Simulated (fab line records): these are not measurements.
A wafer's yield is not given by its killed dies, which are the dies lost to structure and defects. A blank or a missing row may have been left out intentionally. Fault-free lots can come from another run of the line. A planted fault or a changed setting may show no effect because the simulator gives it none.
Comparing a struck lot with a sound one	flow n5 finfet	15 out of 1938 route steps
Sound: wafers L211.1, L211.2, L211.6. Struck: wafer L215.2 (left out: L215.3, L215.6 of the same lot, which were not struck); the cause appears at the end.
At each step with rows: each side's tool, then ch and its chambers, then its first start. Under that, the readings that differ: sound wafers	struck wafers	difference of the means	sigmas: that difference in standard deviations of wafers without a fault.
alike: words and numbers the same on both sides, and readings whose means are apart by under 2 such deviations; not compared: readings that were withheld, readings missing a value for some wafer, numbers with overlapping values and no deviation given by the record, and bounds like >300 which may hide the same value.
The two part at a step that has a row with sigmas, a row that says differs or no value, or rows on one side only. Numbers that don't overlap but have no deviation are shown without sigmas and don't part them. A reading that every wafer of one side lacks parts them only if that side has two wafers or more.

first, 2 steps without rows for these wafers: N5_BEOL_M14_ETCH_68 (etches SOC in N2/H2, time 450 s); N5_BEOL_M14_STRIP_69 (strips in N2/H2).
N5_BEOL_M14_TRENCH_ETCH_34: etches SiO2 in C4F8/O2/Ar, target depth 556.65 nm, time 126.9 s.
  sound on rie diel-03 ch 1,3, day 12 21:49; struck on rie diel-06 ch 2, day 14 14:19
reading	sound	struck	difference	sigmas
drypump motor current A (A)	5.8 5.9 5.8	4.9	-0.9	-2
rf vpp V (V)	2143 2236 2144	2287	+113	+2
  alike: he inner torr, oes product au, showerhead plenum p Torr, throttle valve pct
  not compared: rf hours counter h
then, 1 step without rows for these wafers: N5_BEOL_M14_STRIP_70 (strips in C4F8/O2/Ar).
N5_BEOL_M14_OCD_MEAS_35:
  struck on ocd-01, day 14 14:29; sound on ocd-01, day 12 21:58
  alike: trench depth nm
N5_BEOL_M14_STRIP_37: strips in O2.
  sound on rie diel-06 ch 0,2, day 13 00:55; struck on rie diel-01 ch 0, day 14 14:31
  alike: drypump motor current A, oes product au, rf vpp V, showerhead plenum p Torr, throttle valve pct
  not compared: rf hours counter h
N5_BEOL_M14_ETCH_38: etches SiCN in CF4/N2, target depth 106.5 nm, time 120.6 s.
  sound on rie diel-06 ch 0,2; struck on rie diel-01 ch 0
  alike: drypump motor current A, oes product au, rf vpp V, showerhead plenum p Torr, throttle valve pct
  not compared: rf hours counter h
then, 2 steps without rows for these wafers: N5_BEOL_M14_PRECLEAN_39 (cleans in residue remover, time 60 s); N5_BEOL_M14_SRD_40 (time 30 s, dry time 30 s).
N5_BEOL_M14_DEGAS_41: time 60 s.
  struck on pvd sputter-01, day 14 14:46; sound on pvd sputter-01, day 13 01:20
  alike: heater power w
then, 2 steps without rows for these wafers: N5_BEOL_M14_PRE_CLEAN_42 (time 30 s); N5_BEOL_M14_SPUTTER_43 (material TaN, target thk 15 nm, time 24.19 s).
N5_BEOL_M14_SPUTTER_44: material Ta, target thk 15 nm, time 24.19 s.
  struck on pvd sputter-01, day 14 14:56; sound on pvd sputter-01, day 13 01:29
reading	sound	struck	difference	sigmas
cathode dc power W (W)	14997 14998 14999	16068	+1070	+99 or more
model.Ta_of_BEOL_M14_SPUTTER_44.thk nm (nm)	15 15.2 15.2	16	+1	
  alike: throttle valve pct
N5_BEOL_M14_SPUTTER_45: material Cu, target thk 100 nm, time 16.67 s.
  struck on pvd sputter-01, day 14 15:01; sound on pvd sputter-01, day 13 01:34
  alike: cathode dc power W, chuck gas flow sccm, throttle valve pct
next, for these wafers, 1 step has no rows: N5_PASSIVATION_PROBE_49.

== WHERE THEY PART ==
At N5_BEOL_M14_TRENCH_ETCH_34 first; at N5_BEOL_M14_SPUTTER_44 last (within this record only). Later steps at which nothing parts them and some readings are alike: N5_BEOL_M14_SPUTTER_45.

WHY: what had been put in by the simulator
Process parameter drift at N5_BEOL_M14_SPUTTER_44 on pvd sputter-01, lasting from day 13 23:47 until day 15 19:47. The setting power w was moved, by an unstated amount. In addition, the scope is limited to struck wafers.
